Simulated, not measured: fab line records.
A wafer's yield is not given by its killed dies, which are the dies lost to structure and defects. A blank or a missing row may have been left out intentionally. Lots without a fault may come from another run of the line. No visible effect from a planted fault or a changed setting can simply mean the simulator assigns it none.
Comparing a struck lot with a sound one ; flow nand_harc ; 25 steps out of a route of 1159
Sound: these wafers, L992.1, L992.3, L992.4. Wafers L100.2, L100.4, L100.5 were the ones struck. Last of all comes the cause.
Order at every step that has rows: each side's tool, ch and its chambers, its first start. Under that, the readings that differ: sound wafers ; struck wafers ; difference of the means ; sigmas: that difference in standard deviations of wafers without a fault.
alike: same words and numbers on both sides, and readings whose means sit less than 2 such deviations apart. not compared: any withheld reading, any reading some wafer has no value for, any bound like >300 that may hide the same value, and any number with overlapping values for which the record gives no deviation.
The two part at a step that has a row with sigmas, a row that says differs or no value, or rows on one side only. Numbers that don't overlap but have no deviation are shown without sigmas and don't part them. A reading that every wafer of one side lacks parts them only if that side has two wafers or more.

first, 1 step without rows for these wafers: NHARC_A_M0_SRD_25.
NHARC_A_M0_INSPECT_27:
  sound on defect_inspect-01 at day 20 08:52; struck on defect_inspect-01 at day 21 22:37
  alike: raw_defect_count
NHARC_A_M0_PRE_CLEAN_31: time 12 s.
  sound on pecvd-04 ch 0,1, day 20 08:56; struck on pecvd-01 ch 1,2, day 21 22:40
  alike: heater_power_w
NHARC_A_M0_DEP_32: deposits SiCN, target thk 30 nm.
  sound on pecvd-04 ch 0,1, day 20 09:01; struck on pecvd-01 ch 1,2, day 21 22:45
  alike: heater_power_w
then, 7 steps without rows for these wafers: NHARC_A_M1_DEP_00 (deposits SiOC, target thk 182.5 nm); NHARC_A_M1_DEHYDRATE_01 (time 120 s); NHARC_A_M1_HMDS_02 (time 30 s); NHARC_A_M1_COAT_34 (time 65 s); NHARC_A_M1_COAT_03 (resist thk 90 nm); NHARC_A_M1_SOFTBAKE_04 (time 55 s); NHARC_A_M1_EBR_05.
NHARC_A_M1_EXPOSE_06: exposes mask A M1, target cd 120 nm.
  sound on arfi_scanner-02 ch 0, day 20 10:07; struck on arfi_scanner-02 ch 0, day 21 23:46
reading;sound;struck;difference;sigmas
exposure_dose_mJ_cm2;75.29 75.26 75.24;68.63 68.64 68.63;-6.63;-77
  alike: mask, reticle_temp_C
then, 2 steps without rows for these wafers: NHARC_A_M1_PEB_07 (peb time 65 s); NHARC_A_M1_DEVELOP_08 (develop time 35 s).
NHARC_A_M1_CD_MEAS_09: the cd target is 120 nm.
  sound on cd_sem-03 ch 0, day 20 10:16; struck on cd_sem-03 ch 0, day 21 23:54
reading;sound;struck;difference;sigmas
cd_nm (nm);120.0 118.9 120.1;114.9 114.8 114.2;-5.0;-8
NHARC_A_M1_OVL_MEAS_10: pitch 240 nm.
  sound on overlay-02 at day 20 10:21; struck on overlay-02 at day 21 23:59
  alike: overlay_x_nm, overlay_y_nm
NHARC_A_M1_INSPECT_11:
  sound on defect_inspect-01 at day 20 10:23; struck on defect_inspect-01 at day 22 00:02
  alike: raw_defect_count
NHARC_A_M1_DESCUM_14: chemistry O2, time 3 s.
  sound on rie_diel-07 ch 0,1,3, day 20 10:27; struck on rie_diel-08 ch 1,3, day 22 00:06
reading;sound;struck;difference;sigmas
model.A_M1.cd_nm (nm);120.3 118.7 119.7;116.3 115 115.1;-4.1;
  alike: drypump_motor_current_A, oes_product_au, rf_vpp_V, showerhead_plenum_p_Torr, throttle_valve_pct
  not compared: rf_hours_counter_h
NHARC_A_M1_ETCH_35: etches the open film in N2/H2, target depth 40 nm, overetch 12 nm, time 43.94 s.
  sound on rie_diel-07 ch 0,2,3, day 20 10:32; struck on rie_diel-08 ch 1,2,3, day 22 00:12
  alike: drypump_motor_current_A, oes_product_au, rf_vpp_V, showerhead_plenum_p_Torr, throttle_valve_pct
  not compared: rf_hours_counter_h
NHARC_A_M1_ETCH_15: etches the open film in C4F8/Ar, target depth 182.5 nm, time 91.2 s.
  sound: rie_diel-07 ch 0,1,3; struck: rie_diel-08 ch 1,2
  alike: oes_product_au, rf_vpp_V
  not compared: rf_hours_counter_h
NHARC_A_M1_CD_MEAS_16:
  sound on cd_sem-03 at day 20 10:45; struck on cd_sem-01 at day 22 00:25
reading;sound;struck;difference;sigmas
cd_nm (nm);120.2 119.0 119.7;116.2 114.4 114.8;-4.5;-5
NHARC_A_M1_STRIP_18: strips in N2/H2.
  sound on rie_diel-07 ch 0,2,3, day 20 10:51; struck on rie_diel-04 ch 2,3, day 22 00:30
  alike: drypump_motor_current_A, oes_product_au, rf_vpp_V, showerhead_plenum_p_Torr, throttle_valve_pct
  not compared: rf_hours_counter_h
NHARC_A_M1_ETCH_28: etches the open film in CF4/N2, target depth 30 nm, time 72.99 s.
  sound: rie_diel-07 ch 0,1,2; struck: rie_diel-04 ch 0,2,3
reading;sound;struck;difference;sigmas
model.A_M1.cd_nm (nm);120.3 119.2 119.1;116.7 115 114.9;-4.0;
  alike: drypump_motor_current_A, oes_product_au, rf_vpp_V, showerhead_plenum_p_Torr, throttle_valve_pct
  not compared: rf_hours_counter_h
then, 1 step without rows for these wafers: NHARC_A_M1_STRIP_19 (strips in post etch residue remover, time 600 s).
NHARC_END_SORT_01:
  the record has rows for the sound wafers here (prober-02 ch 0, day 21 22:04) and none for the struck ones

WHERE THEY PART
Earliest at NHARC_A_M1_EXPOSE_06; latest, in this record, at NHARC_END_SORT_01.

WHY: what had been put in by the simulator
Process parameter drift: arfi_scanner-02, from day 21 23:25 on, at NHARC_A_M1_EXPOSE_06. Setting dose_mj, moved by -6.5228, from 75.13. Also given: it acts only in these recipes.
